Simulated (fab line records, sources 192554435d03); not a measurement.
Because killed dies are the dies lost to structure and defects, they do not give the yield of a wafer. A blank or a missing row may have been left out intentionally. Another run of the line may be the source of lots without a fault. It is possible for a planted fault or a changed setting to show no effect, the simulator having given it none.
Matching of chambers || flow n5Finfet || N5_FIN_SAQP_HM_DEP_72 on pecvd-04: 3 sister chambers
The step deposits SiO2 from SiH4/N2O, target thk 12 nm, time 7.2 s. 3 wafers are shown with their chamber, then 8 later ones without.

## EACH WAFER AND ITS CHAMBER
{"wafer": "L087.2", "chamber": 0, "showerheadPlenumPTorr (Torr)": 8.27}
{"wafer": "L088.6", "chamber": 2, "showerheadPlenumPTorr (Torr)": 7.99}
{"wafer": "L089.1", "chamber": 1, "showerheadPlenumPTorr (Torr)": 8.27}

## WAFERS MISSING THEIR CHAMBER
{"wafer": "L089.3", "showerheadPlenumPTorr (Torr)": 8.25}
{"wafer": "L089.5", "showerheadPlenumPTorr (Torr)": 8.27}
{"wafer": "L090.3", "showerheadPlenumPTorr (Torr)": 8.29}
{"wafer": "L090.4", "showerheadPlenumPTorr (Torr)": 8.26}
{"wafer": "L090.6", "showerheadPlenumPTorr (Torr)": 7.96}
{"wafer": "L095.2", "showerheadPlenumPTorr (Torr)": 7.97}
{"wafer": "L095.3", "showerheadPlenumPTorr (Torr)": 8.26}
{"wafer": "L095.5", "showerheadPlenumPTorr (Torr)": 7.98}

## WHICH CHAMBER EACH WENT THROUGH
{"wafer": "L089.3", "from the rows above": "can't be placed: 0 or 1", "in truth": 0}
{"wafer": "L089.5", "from the rows above": "can't be placed: 0 or 1", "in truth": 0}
{"wafer": "L090.3", "from the rows above": "can't be placed: 0 or 1", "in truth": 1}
{"wafer": "L090.4", "from the rows above": "can't be placed: 0 or 1", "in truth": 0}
{"wafer": "L090.6", "from the rows above": 2, "in truth": 2}
{"wafer": "L095.2", "from the rows above": 2, "in truth": 2}
{"wafer": "L095.3", "from the rows above": "can't be placed: 0 or 1", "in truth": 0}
{"wafer": "L095.5", "from the rows above": 2, "in truth": 2}
Correct placement for 3 of the 8. These rows do not allow placing 5 (true chamber among the candidates in 5). Number placed wrongly: 0.
How it was worked out, from the rows above alone: a wafer's distance from a chamber is the root of the sum, over the readings, of the square of ((its reading less the chamber's mean) divided by the reading's scatter). The wafer belongs to the nearest chamber; if the next one is less than 2 further off, it can't be placed. A chamber's mean is the mean of its shown wafers. The scatter: root of mean squared gap, hidden wafer to nearest shown wafer, with one shown wafer a chamber.
